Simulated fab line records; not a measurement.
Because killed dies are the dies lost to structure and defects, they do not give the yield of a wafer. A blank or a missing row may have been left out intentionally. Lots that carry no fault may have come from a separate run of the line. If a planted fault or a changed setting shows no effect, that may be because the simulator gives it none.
Comparing a struck lot with a sound one || flow nand-harc || 12 out of 1302 route steps
Sound: wafers L268.3, L268.4, L268.5. Wafers struck: L263.1, L263.3, L263.6. The cause is given at the end.
Each step with rows lists, per side, the tool, then ch with its chambers, then its first start. Under that, the readings that differ: sound wafers || struck wafers || difference of the means || sigmas: that difference in standard deviations of wafers without a fault.
alike: readings whose means differ by less than 2 such deviations, and words and numbers that are the same on both sides. not compared: withheld readings, readings that some wafer has no value for, bounds like >300 that may hide the same value, and numbers for which the record gives no deviation and whose values overlap.
Wherever a step has rows on one side only, a row that says differs or no value, or a row with sigmas, the two part there. Numbers that have no deviation but don't overlap get no sigmas and don't part them. A reading that every wafer of one side lacks parts them only if that side has two wafers or more.

NHARC_A_SOURCE_PLATE_INSPECT_08:
  struck on defect-inspect-02, day 14 21:31; sound on defect-inspect-02, day 16 14:07
  alike: raw-defect-count
after that, 1 step with no rows for these wafers: NHARC_A_ONON_D1_DEP_00 (target thk 1000 nm).
NHARC_A_ONON_D1_THK_MEAS_02: measures by ellipsometry.
  struck on film-metro-02, day 14 22:05; sound on film-metro-01, day 16 14:42
{"reading": "thk-nm (nm)", "sound": "1015 1017 1016", "struck": "993 993 994", "difference": -23, "sigmas": -2}
after that, 1 step with no rows for these wafers: NHARC_A_ONON_D1_DEP_03 (target thk 1000 nm).
NHARC_A_ONON_D1_THK_MEAS_05: measures by ellipsometry.
  struck on film-metro-02, day 14 22:39; sound on film-metro-01, day 16 15:17
  alike: thk-nm
after that, 1 step with no rows for these wafers: NHARC_A_ONON_D1_DEP_06 (target thk 1000 nm).
NHARC_A_ONON_D1_THK_MEAS_08: measures by ellipsometry.
  struck on film-metro-02, day 14 23:13; sound on film-metro-01, day 16 15:51
  alike: thk-nm
after that, 1 step with no rows for these wafers: NHARC_A_ONON_D1_DEP_09 (target thk 1000 nm).
NHARC_A_ONON_D1_THK_MEAS_11: measures by ellipsometry.
  struck on film-metro-01, day 14 23:47; sound on film-metro-01, day 16 16:25
  alike: thk-nm
after that, 1 step with no rows for these wafers: NHARC_A_ONON_D1_DEP_12 (target thk 1000 nm).
NHARC_A_ONON_D1_THK_MEAS_14: measures by ellipsometry.
  struck on film-metro-02, day 15 00:21; sound on film-metro-01, day 16 16:59
  alike: thk-nm
NHARC_A_ONON_D1_ANNEAL_15: time 3600 s.
  sound on furnace-01 ch 0, day 16 20:09; struck on furnace-01, day 15 05:10
  no value came back on the struck wafers for any of 5 readings (run-length-s (s), spike-tc-bottom-C (C) and others); on the sound wafers run-length-s (s) reads 3619 3619 3619

== WHERE THEY PART ==
Earliest at NHARC_A_ONON_D1_THK_MEAS_02; latest, in this record, at NHARC_A_ONON_D1_ANNEAL_15.

WHY: the cause the simulator had injected
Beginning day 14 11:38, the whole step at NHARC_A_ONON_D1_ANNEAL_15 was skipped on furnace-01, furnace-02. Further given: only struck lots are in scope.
